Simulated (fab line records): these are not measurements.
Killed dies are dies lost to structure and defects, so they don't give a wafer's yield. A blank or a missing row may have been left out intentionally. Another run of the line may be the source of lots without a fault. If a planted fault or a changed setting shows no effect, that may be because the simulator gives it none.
Lot-split experiment || flow n5Finfet || route with 1938 steps; 7 lots, 21 wafers read

## THE SPLIT
At N5_MOL_CONTACT_COAG_ALD_123 (deposits SiNx, target thk 5 nm, pulse time 1 s, purge time 2 s), the setting aldCycles was moved away from the recipe's 100 on 6 of the 21 wafers read, by -14.0% to +13.0%. This setting was run at the recipe's value on the other wafers.

## FROM THE SPLIT TO THE READING: what the file shows between them, 4 steps
- N5_MOL_CONTACT_COAG_PECVD_31: deposits SiO2 from TEOS/O2, target thk 46 nm, time 8.9 s
- N5_MOL_CONTACT_COAG_COAT_75: time 60 s, resist thk 60 nm
- N5_MOL_CONTACT_COAG_STRIP_120: strips in CHF3
- N5_MOL_CONTACT_COAG_VIA_ETCH_117: etches SiO2 in C4F6/O2, target depth 40 nm, overetch 8 nm, time 26 s

## THE READING
etch.depthNm (the simulator's own value, which no gauge read), in nm, at N5_MOL_CONTACT_COAG_ETCH_124 (etches SiNx in CH3F/O2, stops on SiOC, target depth 6.5 nm). No usual value for it is given in the file. Average 5.008 nm, standard deviation 0.017 nm, over the 15 wafers here run with the recipe.

{"wafer": "L075.3", "tool, chamber at the split": "aldSin-01, 1,2,2", "aldCycles as run": 100, "against the recipe": "recipe", "etch.depthNm, nm": 5.021, "against lot-mates on the recipe": "-"}
{"wafer": "L075.4", "tool, chamber at the split": "aldSin-01, 1,2,2", "aldCycles as run": 100, "against the recipe": "recipe", "etch.depthNm, nm": 5.034, "against lot-mates on the recipe": "-"}
{"wafer": "L075.5", "tool, chamber at the split": "aldSin-01, 1,2,2", "aldCycles as run": 100, "against the recipe": "recipe", "etch.depthNm, nm": 5.038, "against lot-mates on the recipe": "-"}
{"wafer": "L077.2", "tool, chamber at the split": "aldSin-04, 2,1", "aldCycles as run": 112, "against the recipe": "+12.0%", "etch.depthNm, nm": 5.614, "against lot-mates on the recipe": "+0.591"}
{"wafer": "L077.3", "tool, chamber at the split": "aldSin-04, 3", "aldCycles as run": 100, "against the recipe": "recipe", "etch.depthNm, nm": 5.023, "against lot-mates on the recipe": "-"}
{"wafer": "L077.4", "tool, chamber at the split": "aldSin-04, 2,1", "aldCycles as run": 112, "against the recipe": "+12.0%", "etch.depthNm, nm": 5.613, "against lot-mates on the recipe": "+0.590"}
{"wafer": "L080.1", "tool, chamber at the split": "aldSin-01, 1,0,2", "aldCycles as run": 100, "against the recipe": "recipe", "etch.depthNm, nm": 4.988, "against lot-mates on the recipe": "-"}
{"wafer": "L080.3", "tool, chamber at the split": "aldSin-01, 1,0,2", "aldCycles as run": 100, "against the recipe": "recipe", "etch.depthNm, nm": 5.003, "against lot-mates on the recipe": "-"}
{"wafer": "L080.5", "tool, chamber at the split": "aldSin-01, 1,0,2", "aldCycles as run": 100, "against the recipe": "recipe", "etch.depthNm, nm": 4.991, "against lot-mates on the recipe": "-"}
{"wafer": "L081.2", "tool, chamber at the split": "aldSin-04, 1,0", "aldCycles as run": 100, "against the recipe": "recipe", "etch.depthNm, nm": 5.012, "against lot-mates on the recipe": "-"}
{"wafer": "L081.5", "tool, chamber at the split": "aldSin-04, 1", "aldCycles as run": 113, "against the recipe": "+13.0%", "etch.depthNm, nm": 5.663, "against lot-mates on the recipe": "+0.652"}
{"wafer": "L081.6", "tool, chamber at the split": "aldSin-04, 1,0", "aldCycles as run": 100, "against the recipe": "recipe", "etch.depthNm, nm": 5.01, "against lot-mates on the recipe": "-"}
{"wafer": "L085.2", "tool, chamber at the split": "aldSin-04, 2,1,3", "aldCycles as run": 100, "against the recipe": "recipe", "etch.depthNm, nm": 5.006, "against lot-mates on the recipe": "-"}
{"wafer": "L085.4", "tool, chamber at the split": "aldSin-04, 2,1,3", "aldCycles as run": 100, "against the recipe": "recipe", "etch.depthNm, nm": 5.018, "against lot-mates on the recipe": "-"}
{"wafer": "L085.6", "tool, chamber at the split": "aldSin-04, 2,1,3", "aldCycles as run": 100, "against the recipe": "recipe", "etch.depthNm, nm": 5.009, "against lot-mates on the recipe": "-"}
{"wafer": "L088.1", "tool, chamber at the split": "aldSin-01, 1,2", "aldCycles as run": 86, "against the recipe": "-14.0%", "etch.depthNm, nm": 4.303, "against lot-mates on the recipe": -0.684}
{"wafer": "L088.5", "tool, chamber at the split": "aldSin-01, 1,2", "aldCycles as run": 86, "against the recipe": "-14.0%", "etch.depthNm, nm": 4.35, "against lot-mates on the recipe": -0.637}
{"wafer": "L088.6", "tool, chamber at the split": "aldSin-01, 3", "aldCycles as run": 100, "against the recipe": "recipe", "etch.depthNm, nm": 4.987, "against lot-mates on the recipe": "-"}
{"wafer": "L095.1", "tool, chamber at the split": "aldSin-04, 2,0", "aldCycles as run": 100, "against the recipe": "recipe", "etch.depthNm, nm": 5, "against lot-mates on the recipe": "-"}
{"wafer": "L095.3", "tool, chamber at the split": "aldSin-04, 3", "aldCycles as run": 88, "against the recipe": "-12.0%", "etch.depthNm, nm": 4.409, "against lot-mates on the recipe": -0.580}
{"wafer": "L095.6", "tool, chamber at the split": "aldSin-04, 2,0", "aldCycles as run": 100, "against the recipe": "recipe", "etch.depthNm, nm": 4.978, "against lot-mates on the recipe": "-"}
When a row names more than one chamber, that row covers several wafers, and the file does not tell which wafer ran in which chamber.

THE FIT
A straight line over all 21 wafers: etch.depthNm changes by +0.0497 nm for each +1% of aldCycles; r = +1.00; the points scatter about the line by 0.018 nm.
The same after taking each lot's own level away (the mean of its wafers on the recipe; 21 wafers): +0.0485 nm for each +1%; r = +1.00; scatter 0.012 nm.
On that fit, the largest move of aldCycles shifts the reading by 0.68 nm.
Measured against the standard deviation above, the lots' own levels, which go from 4.9870 to 5.0310 nm, span 2.6 times it.
The two slopes are in agreement: the lot-to-lot level therefore moves the slope only a little.
Check: with one of the wafers moved furthest among these (-14.0%) left out of the fit, the line predicts -0.672 nm for it against its lot-mates. Against them it came out at -0.684 nm.

## ADDITIONAL SPLITS CARRIED BY THESE WAFERS
Before the reading, these wafers also passed through other splits. Each is held against what the fit with the lots' levels taken away leaves over:
{"other split on the same wafers": "N5_SD_EPI_N_ETCH_35 sourceW", "wafers away from the commonest value": 7, "r with etch.depthNm (lot level and that fit taken away)": "+0.13"}
{"other split on the same wafers": "N5_SD_EPI_N_ETCH_45 targetDepthA", "wafers away from the commonest value": 8, "r with etch.depthNm (lot level and that fit taken away)": "+0.43"}
{"other split on the same wafers": "N5_SD_EPI_P_EPI_21 epiGrowthTimeS", "wafers away from the commonest value": 5, "r with etch.depthNm (lot level and that fit taken away)": -0.60}
{"other split on the same wafers": "N5_SD_ACTIVATION_LSA_01 tempC", "wafers away from the commonest value": 6, "r with etch.depthNm (lot level and that fit taken away)": "+0.10"}
{"other split on the same wafers": "N5_HKMG_FIN_ETCH_58 sourceW", "wafers away from the commonest value": 7, "r with etch.depthNm (lot level and that fit taken away)": "+0.24"}
{"other split on the same wafers": "N5_MOL_CONTACT_COAG_ETCH_105 biasW", "wafers away from the commonest value": 7, "r with etch.depthNm (lot level and that fit taken away)": -0.11}
{"other split on the same wafers": "N5_MOL_CONTACT_COAG_ALD_27 timeS", "wafers away from the commonest value": 8, "r with etch.depthNm (lot level and that fit taken away)": "+0.24"}

## THE WHOLE CHAIN: every reading that the file lists as answering this split, in the file's order
{"step": "N5_MOL_CONTACT_COAG_ALD_123", "what it does": "deposits SiNx, target thk 5 nm, pulse time 1 s, purge time 2 s", "reading": "SiNx_of_MOL_CONTACT_COAG_ALD_123.thkNm (the simulator's own value, which no gauge read)", "change (the file's fit)": "+0.0469 nm for each +1% of the setting", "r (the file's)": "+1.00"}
{"step": "N5_MOL_CONTACT_COAG_ETCH_124", "what it does": "etches SiNx in CH3F/O2, stops on SiOC, target depth 6.5 nm", "reading": "etch.depthNm (the simulator's own value, which no gauge read)", "change (the file's fit)": "+0.0487 nm for each +1% of the setting", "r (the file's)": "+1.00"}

## FILE'S OWN FIT
etch.depthNm changes by +0.0487 nm for each +1% of aldCycles, r = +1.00.
